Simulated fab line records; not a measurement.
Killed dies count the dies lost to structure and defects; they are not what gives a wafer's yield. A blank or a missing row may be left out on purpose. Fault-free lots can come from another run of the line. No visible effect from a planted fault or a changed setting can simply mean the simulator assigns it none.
The tool behind it: which one? | flow n5_finfet | 24 lots, 72 wafers sampled, at 6 steps of a route of 1938

WHAT THE GAUGES READ, wafer by wafer
The record lacks any reading of a measuring or inspecting step that a usual standard deviation could be used to judge.

TOOL THAT RAN EACH LOT (tool first, then ch and the chambers of the sampled wafers, then the start)
lot  | N5_BEOL_M2_DEGAS_44          | N5_BEOL_M2_ANNEAL_51             | N5_BEOL_M2_PRE_CLEAN_60          | N5_BEOL_M3_DESCUM_16               | N5_BEOL_M3_ETCH_63                 | N5_BEOL_M3_STRIP_19
L074 | pvd_sputter-02, day 6 18:50  | rtp_anneal-02 ch 0, day 6 21:30  | cvd_co-01 ch 1,2, day 6 22:03    | rie_diel-05 ch 1,3, day 6 23:18    | rie_diel-05 ch 1,3, day 6 23:22    | rie_diel-05 ch 2,3, day 6 23:40
L075 | pvd_sputter-02, day 6 22:16  | rtp_anneal-02 ch 0, day 7 00:56  | cvd_co-01 ch 1,2, day 7 01:37    | rie_diel-06 ch 0,1, day 7 03:08    | rie_diel-06 ch 0,1, day 7 03:11    | rie_diel-06 ch 1,2,3, day 7 03:30
L076 | pvd_sputter-02, day 7 13:40  | rtp_anneal-01 ch 0, day 7 17:54  | cvd_co-02 ch 0,1,2, day 7 18:32  | rie_diel-05 ch 1,2, day 7 20:49    | rie_diel-05 ch 1,2, day 7 20:52    | rie_diel-01 ch 0,1,3, day 7 21:15
L079 | pvd_sputter-02, day 8 06:41  | rtp_anneal-01 ch 0, day 8 09:19  | cvd_co-01 ch 0,1,2, day 8 09:53  | rie_diel-06 ch 0,2,3, day 8 13:52  | rie_diel-06 ch 0,2,3, day 8 13:55  | rie_diel-06 ch 0,2, day 8 14:13
L077 | pvd_sputter-03, day 8 06:44  | rtp_anneal-02 ch 0, day 8 10:37  | cvd_co-01 ch 0,1,2, day 8 11:10  | rie_diel-05 ch 0,1,3, day 8 14:07  | rie_diel-05 ch 0,1,3, day 8 14:10  | rie_diel-01 ch 2,3, day 8 14:29
L080 | pvd_sputter-03, day 8 10:15  | rtp_anneal-01 ch 0, day 8 13:10  | cvd_co-01 ch 0,1,2, day 8 13:43  | rie_diel-06 ch 2,3, day 8 14:59    | rie_diel-06 ch 2,3, day 8 15:03    | rie_diel-06 ch 1,3, day 8 15:21
L078 | pvd_sputter-03, day 8 10:20  | rtp_anneal-02 ch 0, day 8 14:35  | cvd_co-02 ch 1,2, day 8 15:14    | rie_diel-01 ch 0,2,3, day 8 18:36  | rie_diel-01 ch 0,2,3, day 8 18:39  | rie_diel-01 ch 2,3, day 8 19:12
L081 | pvd_sputter-02, day 8 14:43  | rtp_anneal-02 ch 0, day 8 17:32  | cvd_co-01 ch 0,1,2, day 8 18:17  | rie_diel-05 ch 0,1, day 8 21:07    | rie_diel-05 ch 0,1, day 8 21:11    | rie_diel-05 ch 0,1,3, day 8 21:29
L082 | pvd_sputter-03, day 8 17:38  | rtp_anneal-01 ch 0, day 8 20:16  | cvd_co-01 ch 1,2, day 8 20:51    | rie_diel-05 ch 2,3, day 8 23:40    | rie_diel-05 ch 2,3, day 8 23:43    | rie_diel-05 ch 0,1,3, day 9 00:05
L083 | pvd_sputter-02, day 8 20:58  | rtp_anneal-02 ch 0, day 8 23:53  | cvd_co-01 ch 0,1,2, day 9 00:42  | rie_diel-06 ch 0,1,2, day 9 01:49  | rie_diel-06 ch 0,1,2, day 9 01:52  | rie_diel-05 ch 0,2,3, day 9 02:11
L084 | pvd_sputter-02, day 9 14:22  | rtp_anneal-02 ch 0, day 9 16:53  | cvd_co-01 ch 1,2, day 9 17:30    | rie_diel-05 ch 0,1,2, day 9 18:34  | rie_diel-05 ch 0,1,2, day 9 18:37  | rie_diel-06 ch 1,3, day 9 18:59
L085 | pvd_sputter-02, day 9 14:44  | rtp_anneal-01 ch 0, day 9 17:41  | cvd_co-02 ch 0,2, day 9 18:31    | rie_diel-05 ch 0,1,2, day 9 20:47  | rie_diel-05 ch 0,1,2, day 9 20:50  | rie_diel-06 ch 1,3, day 9 21:09
L086 | pvd_sputter-03, day 10 01:11 | rtp_anneal-01 ch 0, day 10 05:34 | cvd_co-01 ch 1,2, day 10 06:13   | rie_diel-01 ch 1,2,3, day 10 10:11 | rie_diel-01 ch 1,2,3, day 10 10:14 | rie_diel-05 ch 0,3, day 10 10:38
L087 | pvd_sputter-03, day 10 13:59 | rtp_anneal-02 ch 0, day 10 16:43 | cvd_co-01 ch 0,2, day 10 17:21   | rie_diel-01 ch 1,2, day 10 19:56   | rie_diel-01 ch 1,2, day 10 19:59   | rie_diel-01 ch 0,1,3, day 10 20:20
L088 | pvd_sputter-02, day 11 01:02 | rtp_anneal-01 ch 0, day 11 03:57 | cvd_co-01 ch 0,1,2, day 11 04:35 | rie_diel-01 ch 0,1,2, day 11 06:09 | rie_diel-01 ch 0,1,2, day 11 06:12 | rie_diel-06 ch 1,2,3, day 11 06:31
L089 | pvd_sputter-01, day 11 02:41 | rtp_anneal-02 ch 0, day 11 05:17 | cvd_co-01 ch 0,1, day 11 05:55   | rie_diel-01 ch 1,2, day 11 08:27   | rie_diel-01 ch 1,2, day 11 08:30   | rie_diel-06 ch 0,2,3, day 11 08:52
L090 | pvd_sputter-03, day 11 02:42 | rtp_anneal-02 ch 0, day 11 05:33 | cvd_co-02 ch 0,1, day 11 06:11   | rie_diel-01 ch 2,3, day 11 08:41   | rie_diel-01 ch 2,3, day 11 08:44   | rie_diel-05 ch 1,3, day 11 09:11
L092 | pvd_sputter-02, day 11 09:01 | rtp_anneal-02 ch 0, day 11 11:51 | cvd_co-01 ch 1,2, day 11 12:26   | rie_diel-01 ch 0,2,3, day 11 14:24 | rie_diel-01 ch 0,2,3, day 11 14:27 | rie_diel-06 ch 0,2,3, day 11 14:46
L091 | pvd_sputter-01, day 11 09:06 | rtp_anneal-02 ch 0, day 11 13:56 | cvd_co-02 ch 0,1,2, day 11 14:31 | rie_diel-05 ch 0,3, day 11 17:13   | rie_diel-05 ch 0,3, day 11 17:16   | rie_diel-01 ch 1,2, day 11 17:35
L093 | pvd_sputter-02, day 11 14:00 | rtp_anneal-01 ch 0, day 11 16:30 | cvd_co-01 ch 0,1,2, day 11 17:08 | rie_diel-05 ch 1,3, day 11 18:18   | rie_diel-05 ch 1,3, day 11 18:21   | rie_diel-06 ch 1,2,3, day 11 18:39
L094 | pvd_sputter-02, day 12 02:20 | rtp_anneal-01 ch 0, day 12 06:46 | cvd_co-02 ch 1,2, day 12 07:21   | rie_diel-01 ch 0,3, day 12 09:45   | rie_diel-01 ch 0,3, day 12 09:48   | rie_diel-06 ch 1,2,3, day 12 10:07
L095 | pvd_sputter-01, day 12 07:19 | rtp_anneal-02 ch 0, day 12 10:22 | cvd_co-01 ch 0,1,2, day 12 11:00 | rie_diel-05 ch 0,1,3, day 12 13:14 | rie_diel-05 ch 0,1,3, day 12 13:17 | rie_diel-06 ch 0,2,3, day 12 13:36
L097 | pvd_sputter-02, day 12 12:58 | rtp_anneal-02 ch 0, day 12 17:25 | cvd_co-01 ch 0,1, day 12 18:02   | rie_diel-01 ch 0,1, day 12 19:38   | rie_diel-01 ch 0,1, day 12 19:41   | rie_diel-01 ch 1,2,3, day 12 20:01
L096 | pvd_sputter-02, day 12 18:00 | rtp_anneal-02 ch 0, day 12 20:44 | cvd_co-02 ch 0,2, day 12 21:22   | rie_diel-06 ch 0,2,3, day 12 22:20 | rie_diel-06 ch 0,2,3, day 12 22:23 | rie_diel-05 ch 2,3, day 12 22:44
- N5_BEOL_M2_DEGAS_44: time 60 s.
- N5_BEOL_M2_ANNEAL_51: time 90 s.
- N5_BEOL_M2_PRE_CLEAN_60: time 15 s.
- N5_BEOL_M3_DESCUM_16: chemistry O2, time 7 s.
- N5_BEOL_M3_ETCH_63: etches SiARC in CF4, target depth 15.6 nm, time 26 s.
- N5_BEOL_M3_STRIP_19: strips in O2.

AS READ BY THE TOOLS THEMSELVES (means over the sampled wafers that have a number; for cases with no such wafer, the mark the record gives instead)
N5_BEOL_M2_DEGAS_44. Usual: heater_power_w at 332 W, with a standard deviation of 21.
lot  | tool           | heater_power_w (W) | flag
L074 | pvd_sputter-02 | 326                |
L075 | pvd_sputter-02 | 330                |
L076 | pvd_sputter-02 | 336                |
L079 | pvd_sputter-02 | 347                |
L077 | pvd_sputter-03 | 338                |
L080 | pvd_sputter-03 | 344                |
L078 | pvd_sputter-03 | 344                |
L081 | pvd_sputter-02 | 322                |
L082 | pvd_sputter-03 | 331                |
L083 | pvd_sputter-02 | 326                |
L084 | pvd_sputter-02 | 328                |
L085 | pvd_sputter-02 | 328                |
L086 | pvd_sputter-03 | 345                |
L087 | pvd_sputter-03 | 323                |
L088 | pvd_sputter-02 | 329                |
L089 | pvd_sputter-01 | 330                |
L090 | pvd_sputter-03 | 332                |
L092 | pvd_sputter-02 | 329                |
L091 | pvd_sputter-01 | 304                |
L093 | pvd_sputter-02 | 328                |
L094 | pvd_sputter-02 | 340                |
L095 | pvd_sputter-01 | 331                |
L097 | pvd_sputter-02 | 336                |
L096 | pvd_sputter-02 | 318                |

N5_BEOL_M2_ANNEAL_51. Usual: wafer_temp_C_max at 226.2, with a standard deviation of 0.37.
lot  | tool          | wafer_temp_C_max | flag
L074 | rtp_anneal-02 | 226.3            |
L075 | rtp_anneal-02 | 226.4            |
L076 | rtp_anneal-01 | 225.9            |
L079 | rtp_anneal-01 | 225.8            |
L077 | rtp_anneal-02 | 226.4            |
L080 | rtp_anneal-01 | 226.0            |
L078 | rtp_anneal-02 | 226.4            |
L081 | rtp_anneal-02 | 226.6            |
L082 | rtp_anneal-01 | 226.0            |
L083 | rtp_anneal-02 | 226.5            |
L084 | rtp_anneal-02 | 226.5            |
L085 | rtp_anneal-01 | 225.8            |
L086 | rtp_anneal-01 | 225.8            |
L087 | rtp_anneal-02 | 226.5            |
L088 | rtp_anneal-01 | 225.9            |
L089 | rtp_anneal-02 | 226.5            |
L090 | rtp_anneal-02 | 226.1            |
L092 | rtp_anneal-02 | 226.4            |
L091 | rtp_anneal-02 | 226.4            |
L093 | rtp_anneal-01 | 226.0            |
L094 | rtp_anneal-01 | 225.5            |
L095 | rtp_anneal-02 | 226.3            |
L097 | rtp_anneal-02 | 226.6            |
L096 | rtp_anneal-02 | 226.6            |

N5_BEOL_M2_PRE_CLEAN_60. Usual: heater_power_w 85 W, standard deviation 7.5; rf_fwd_power_W 297.6 W, standard deviation 1.
lot  | tool      | heater_power_w (W) | rf_fwd_power_W (W) | flag
L074 | cvd_co-01 | 82                 | 296.6              |
L075 | cvd_co-01 | 85                 | 297.9              |
L076 | cvd_co-02 | 80                 | 297.5              |
L079 | cvd_co-01 | 88                 | 297.4              |
L077 | cvd_co-01 | 87                 | 297.5              |
L080 | cvd_co-01 | 86                 | 297.4              |
L078 | cvd_co-02 | 84                 | 297.9              |
L081 | cvd_co-01 | 87                 | 298.7              |
L082 | cvd_co-01 | 83                 | 297.7              |
L083 | cvd_co-01 | 88                 | 297.8              |
L084 | cvd_co-01 | 83                 | 297.5              |
L085 | cvd_co-02 | 85                 | 297.9              |
L086 | cvd_co-01 | 84                 | 298.2              |
L087 | cvd_co-01 | 86                 | 296.7              |
L088 | cvd_co-01 | 89                 | 297.6              |
L089 | cvd_co-01 | 91                 | 297.6              |
L090 | cvd_co-02 | 75                 | 296.5              |
L092 | cvd_co-01 | 82                 | 297.5              |
L091 | cvd_co-02 | 81                 | 298.4              |
L093 | cvd_co-01 | 87                 | 296.9              |
L094 | cvd_co-02 | 79                 | 297.5              |
L095 | cvd_co-01 | 87                 | 297.9              |
L097 | cvd_co-01 | 90                 | 297.4              |
L096 | cvd_co-02 | 89                 | 298.1              |

N5_BEOL_M3_DESCUM_16. Usual: drypump_motor_current_A 5.9 A, standard deviation 0.39; oes_product_au 0.75 a.u., standard deviation 0.063; rf_fwd_power_W 49.27 W, standard deviation 0.23; rf_vpp_V 243.4 V, standard deviation 1.6; showerhead_plenum_p_Torr 2.10 Torr, standard deviation 0.087; throttle_valve_pct 20.44 %, standard deviation 0.26.
lot  | tool        | drypump_motor_current_A (A) | oes_product_au (a.u.) | rf_fwd_power_W (W) | rf_vpp_V (V) | showerhead_plenum_p_Torr (Torr) | throttle_valve_pct (%) | flag
L074 | rie_diel-05 | 5.9                         | 0.72                  | 48.97              | 244.0        | 2.11                            | 20.37                  |
L075 | rie_diel-06 | 5.2                         | 0.75                  | 49.22              | 242.3        | 2.04                            | 20.79                  |
L076 | rie_diel-05 | 5.8                         | 0.70                  | 49.32              | 243.2        | 2.10                            | 20.50                  |
L079 | rie_diel-06 | 5.8                         | 0.74                  | 49.31              | 242.4        | 2.07                            | 20.66                  |
L077 | rie_diel-05 | 5.8                         | 0.72                  | 49.11              | 242.1        | 2.05                            | 20.41                  |
L080 | rie_diel-06 | 6.3                         | 0.78                  | 49.47              | 243.5        | 2.11                            | 20.44                  |
L078 | rie_diel-01 | 5.9                         | 0.75                  | 49.28              | 243.8        | 2.12                            | 20.36                  |
L081 | rie_diel-05 | 5.9                         | 0.72                  | 49.25              | 242.1        | 1.98                            | 20.22                  |
L082 | rie_diel-05 | 5.7                         | 0.71                  | 49.01              | 245.1        | 2.17                            | 20.63                  |
L083 | rie_diel-06 | 5.7                         | 0.75                  | 49.24              | 242.6        | 2.06                            | 20.62                  |
L084 | rie_diel-05 | 5.7                         | 0.71                  | 49.27              | 242.3        | 2.05                            | 20.48                  |
L085 | rie_diel-05 | 5.7                         | 0.71                  | 49.20              | 242.4        | 2.05                            | 20.48                  |
L086 | rie_diel-01 | 6.1                         | 0.73                  | 49.37              | 244.1        | 2.11                            | 20.23                  |
L087 | rie_diel-01 | 6.3                         | 0.76                  | 49.49              | 243.1        | 2.12                            | 20.15                  |
L088 | rie_diel-01 | 6.1                         | 0.76                  | 49.23              | 243.0        | 2.13                            | 20.31                  |
L089 | rie_diel-01 | 6.4                         | 0.74                  | 49.56              | 242.1        | 2.05                            | 20.21                  |
L090 | rie_diel-01 | 5.9                         | 0.71                  | 49.38              | 243.3        | 2.09                            | 20.33                  |
L092 | rie_diel-01 | 5.9                         | 0.74                  | 49.26              | 243.3        | 2.11                            | 20.39                  |
L091 | rie_diel-05 | 5.7                         | 0.72                  | 48.89              | 243.7        | 2.11                            | 20.63                  |
L093 | rie_diel-05 | 5.9                         | 0.70                  | 48.93              | 243.5        | 2.09                            | 20.42                  |
L094 | rie_diel-01 | 5.6                         | 0.76                  | 49.41              | 244.8        | 2.19                            | 20.52                  |
L095 | rie_diel-05 | 5.8                         | 0.70                  | 49.14              | 243.0        | 2.04                            | 20.46                  |
L097 | rie_diel-01 | 6.0                         | 0.77                  | 49.33              | 244.4        | 2.20                            | 20.29                  |
L096 | rie_diel-06 | 5.8                         | 0.80                  | 49.23              | 243.4        | 2.15                            | 20.56                  |

N5_BEOL_M3_ETCH_63. Usual: drypump_motor_current_A 5.9 A (standard deviation 0.39); etch_rf_on_time_s 26.2 s (standard deviation 0.58); oes_product_au 0.64 a.u. (standard deviation 0.055); rf_fwd_power_W 531.9 W (standard deviation 1.7); rf_vpp_V 184.1 V (standard deviation 1.3); showerhead_plenum_p_Torr 2.15 Torr (standard deviation 0.08); throttle_valve_pct 15.65 % (standard deviation 0.22).
lot  | tool        | drypump_motor_current_A (A) | etch_rf_on_time_s (s) | oes_product_au (a.u.) | rf_fwd_power_W (W) | rf_vpp_V (V) | showerhead_plenum_p_Torr (Torr) | throttle_valve_pct (%) | flag
L074 | rie_diel-05 | 5.9                         | 26.6                  | 0.61                  | 532.1              | 184.6        | 2.17                            | 15.69                  |
L075 | rie_diel-06 | 5.2                         | 26.9                  | 0.63                  | 531.8              | 183.3        | 2.08                            | 15.96                  |
L076 | rie_diel-05 | 5.8                         | 26.2                  | 0.59                  | 529.8              | 184.0        | 2.14                            | 15.68                  |
L079 | rie_diel-06 | 5.9                         | 27.0                  | 0.62                  | 531.3              | 184.1        | 2.11                            | 15.82                  |
L077 | rie_diel-05 | 5.8                         | 26.6                  | 0.62                  | 533.0              | 183.1        | 2.11                            | 15.69                  |
L080 | rie_diel-06 | 6.3                         | 26.4                  | 0.65                  | 529.9              | 183.8        | 2.16                            | 15.62                  |
L078 | rie_diel-01 | 5.8                         | 26.5                  | 0.64                  | 534.0              | 185.2        | 2.18                            | 15.59                  |
L081 | rie_diel-05 | 5.9                         | 26.4                  | 0.62                  | 533.2              | 183.2        | 2.05                            | 15.59                  |
L082 | rie_diel-05 | 5.7                         | 26.3                  | 0.60                  | 532.5              | 183.5        | 2.21                            | 15.84                  |
L083 | rie_diel-06 | 5.7                         | 27.1                  | 0.63                  | 530.5              | 182.9        | 2.12                            | 15.78                  |
L084 | rie_diel-05 | 5.7                         | 26.1                  | 0.60                  | 530.5              | 183.2        | 2.09                            | 15.72                  |
L085 | rie_diel-05 | 5.7                         | 26.3                  | 0.60                  | 530.7              | 183.6        | 2.09                            | 15.71                  |
L086 | rie_diel-01 | 6.1                         | 25.9                  | 0.63                  | 533.7              | 184.3        | 2.16                            | 15.47                  |
L087 | rie_diel-01 | 6.3                         | 25.4                  | 0.65                  | 531.7              | 183.9        | 2.16                            | 15.35                  |
L088 | rie_diel-01 | 6.0                         | 25.7                  | 0.65                  | 533.3              | 184.7        | 2.17                            | 15.50                  |
L089 | rie_diel-01 | 6.4                         | 25.9                  | 0.63                  | 531.4              | 183.9        | 2.10                            | 15.44                  |
L090 | rie_diel-01 | 6.0                         | 26.4                  | 0.60                  | 531.4              | 183.9        | 2.15                            | 15.58                  |
L092 | rie_diel-01 | 5.9                         | 25.9                  | 0.64                  | 530.7              | 184.6        | 2.17                            | 15.63                  |
L091 | rie_diel-05 | 5.7                         | 26.6                  | 0.61                  | 531.4              | 184.7        | 2.17                            | 15.87                  |
L093 | rie_diel-05 | 5.9                         | 26.4                  | 0.59                  | 532.4              | 184.5        | 2.16                            | 15.76                  |
L094 | rie_diel-01 | 5.6                         | 25.9                  | 0.66                  | 532.4              | 185.3        | 2.24                            | 15.70                  |
L095 | rie_diel-05 | 5.8                         | 26.3                  | 0.60                  | 531.7              | 183.9        | 2.10                            | 15.76                  |
L097 | rie_diel-01 | 6.0                         | 25.5                  | 0.66                  | 532.0              | 185.4        | 2.23                            | 15.45                  |
L096 | rie_diel-06 | 5.8                         | 26.4                  | 0.68                  | 531.7              | 184.8        | 2.19                            | 15.69                  |

N5_BEOL_M3_STRIP_19. Usual: drypump_motor_current_A 5.9 A, standard deviation 0.41; oes_product_au 0.77 a.u., standard deviation 0.077; rf_vpp_V 3.7 V, standard deviation 0.52; showerhead_plenum_p_Torr 2.12 Torr, standard deviation 0.078; throttle_valve_pct 16.69 %, standard deviation 0.19.
lot  | tool        | drypump_motor_current_A (A) | oes_product_au (a.u.) | rf_vpp_V (V) | showerhead_plenum_p_Torr (Torr) | throttle_valve_pct (%) | flag
L074 | rie_diel-05 | 5.7                         | 0.72                  | 4.0          | 2.18                            | 16.86                  |
L075 | rie_diel-06 | 6.1                         | 0.80                  | 3.7          | 2.12                            | 16.60                  |
L076 | rie_diel-01 | 5.9                         | 0.77                  | 4.0          | 2.20                            | 16.57                  |
L079 | rie_diel-06 | 5.4                         | 0.70                  | 3.7          | 2.03                            | 17.12                  |
L077 | rie_diel-01 | 6.1                         | 0.73                  | 3.5          | 2.05                            | 16.54                  |
L080 | rie_diel-06 | 6.0                         | 0.84                  | 3.9          | 2.13                            | 16.56                  |
L078 | rie_diel-01 | 6.1                         | 0.73                  | 3.7          | 2.05                            | 16.55                  |
L081 | rie_diel-05 | 5.8                         | 0.72                  | 3.6          | 2.05                            | 16.70                  |
L082 | rie_diel-05 | 5.8                         | 0.72                  | 3.1          | 2.05                            | 16.70                  |
L083 | rie_diel-05 | 5.6                         | 0.72                  | 3.7          | 2.11                            | 16.88                  |
L084 | rie_diel-06 | 6.1                         | 0.81                  | 3.8          | 2.12                            | 16.60                  |
L085 | rie_diel-06 | 6.1                         | 0.81                  | 3.6          | 2.12                            | 16.60                  |
L086 | rie_diel-05 | 5.6                         | 0.74                  | 4.1          | 2.06                            | 16.87                  |
L087 | rie_diel-01 | 5.8                         | 0.76                  | 3.6          | 2.19                            | 16.60                  |
L088 | rie_diel-06 | 6.2                         | 0.77                  | 3.3          | 2.11                            | 16.67                  |
L089 | rie_diel-06 | 5.8                         | 0.82                  | 3.5          | 2.15                            | 16.75                  |
L090 | rie_diel-05 | 5.9                         | 0.70                  | 3.6          | 2.10                            | 16.71                  |
L092 | rie_diel-06 | 5.9                         | 0.81                  | 4.0          | 2.15                            | 16.76                  |
L091 | rie_diel-01 | 6.3                         | 0.73                  | 4.0          | 2.06                            | 16.51                  |
L093 | rie_diel-06 | 6.2                         | 0.75                  | 3.3          | 2.11                            | 16.67                  |
L094 | rie_diel-06 | 6.2                         | 0.75                  | 3.2          | 2.11                            | 16.67                  |
L095 | rie_diel-06 | 5.9                         | 0.80                  | 3.7          | 2.15                            | 16.76                  |
L097 | rie_diel-01 | 6.1                         | 0.73                  | 4.0          | 2.11                            | 16.56                  |
L096 | rie_diel-05 | 5.7                         | 0.78                  | 3.8          | 2.16                            | 16.78                  |

THE ANSWER, worked out from the rows above alone
Rule: a lot counts as off when the mean over its wafers that have a number is more than 3 standard deviations away from the usual mean. Also off: a lot with no number at a reading for which 4 or more lots have one. Any other lot the step has rows for is counted as sound. First the gauges in route order, then the tools' own readings, where a lot's mean is used as printed above. The first step at which some lot is off is used, and at that step the reading that is off furthest; a lot without a number counts as furthest.
No lot is off on any of the readings shown, so nothing can be concluded from this.

WHAT THE SIMULATOR HAD PUT IN
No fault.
